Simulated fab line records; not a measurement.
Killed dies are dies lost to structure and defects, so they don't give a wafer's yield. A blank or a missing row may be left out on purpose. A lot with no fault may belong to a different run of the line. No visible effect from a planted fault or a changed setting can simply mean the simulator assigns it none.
2 desks looking at one fault + flow n5 finfet + numbers are kept per desk, each desk with only its own; the story behind them comes last

## THE DEFECT DESK
For each lot, the counts of the inspections along the route, averaged over the sampled wafers that have a number. Any lot whose mean is over 4 standard deviations away from the usual mean is out of limits and marked OUT; that distance is given in the brackets.
Columns: A = raw defect count at N5_BEOL_M8_INSPECT_58, usual 73; B = raw defect count at N5_BEOL_M9_INSPECT_13, usual 460; C = raw defect count at N5_BEOL_M9_INSPECT_30, usual 460
| lot  | first seen here | A             | B               | C               |
|------|-----------------|---------------|-----------------|-----------------|
| L290 | day 9 20:42     | 60            | 488             | 506             |
| L294 | day 10 22:47    | 85            | 342             | 334             |
| L293 | day 10 23:43    | 68            | 443             | 447             |
| L301 | day 12 15:25    | 68            | 544             | 536             |
| L300 | day 12 18:55    | 54            | 445             | 425             |
| L302 | day 13 02:11    | 97            | 415             | 418             |
| L303 | day 13 13:31    | 73            | 418             | 404             |
| L304 | day 13 21:36    | 67            | 495             | 497             |
| L307 | day 14 20:41    | 72            | 440             | 421             |
| L311 | day 15 17:46    | 977 (+41) OUT | 1366 (+9.5) OUT | 1357 (+9.0) OUT |
| L312 | day 15 19:35    | 987 (+42) OUT | 1339 (+9.3) OUT | 1326 (+8.7) OUT |
This desk's finding: out of limits on L311, L312; first on L311, day 15 17:46 (raw defect count at N5_BEOL_M8_INSPECT_58). L290, L294, L293, L301, L300, L302, L303, L304, L307 stayed within limits.

## FROM THE METROLOGY DESK
Lot by lot, what the gauges showed, no matter which tool ran the lot: averages of those sampled wafers that carry a number. Any lot whose mean is over 4 standard deviations away from the usual mean is out of limits and marked OUT; that distance is given in the brackets.
Columns: A = M8_RS at N5_BEOL_M8_RS_MEAS_57, usual 0.288 ohm/sq
| lot  | first seen here | A     |
|------|-----------------|-------|
| L290 | day 9 20:41     | 0.282 |
| L294 | day 10 22:46    | 0.295 |
| L293 | day 10 23:41    | 0.284 |
| L301 | day 12 15:23    | 0.289 |
| L300 | day 12 18:53    | 0.289 |
| L302 | day 13 02:10    | 0.294 |
| L303 | day 13 13:29    | 0.295 |
| L304 | day 13 21:34    | 0.286 |
| L307 | day 14 20:40    | 0.301 |
| L311 | day 15 17:44    | 0.290 |
| L312 | day 15 19:33    | 0.290 |
This desk's verdict: no lot among the 11 shows anything out of limits.

## ALL TOGETHER
The defect desk could have raised an alarm at day 15 17:46, on L311, L312.
Metrology desk: nothing out of limits seen.
The metrology desk has L311, L312 on record, within its limits.
Every lot named ran N5_BEOL_M8_PRE_CLEAN_55 on pecvd-02.

## WHAT WAS PUT IN BY THE SIMULATOR
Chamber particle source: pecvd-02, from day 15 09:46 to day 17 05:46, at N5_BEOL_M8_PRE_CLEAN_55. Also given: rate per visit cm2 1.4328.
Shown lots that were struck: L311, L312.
Hours from the fault's start to each desk's first reading out of limits: the defect desk, 8.
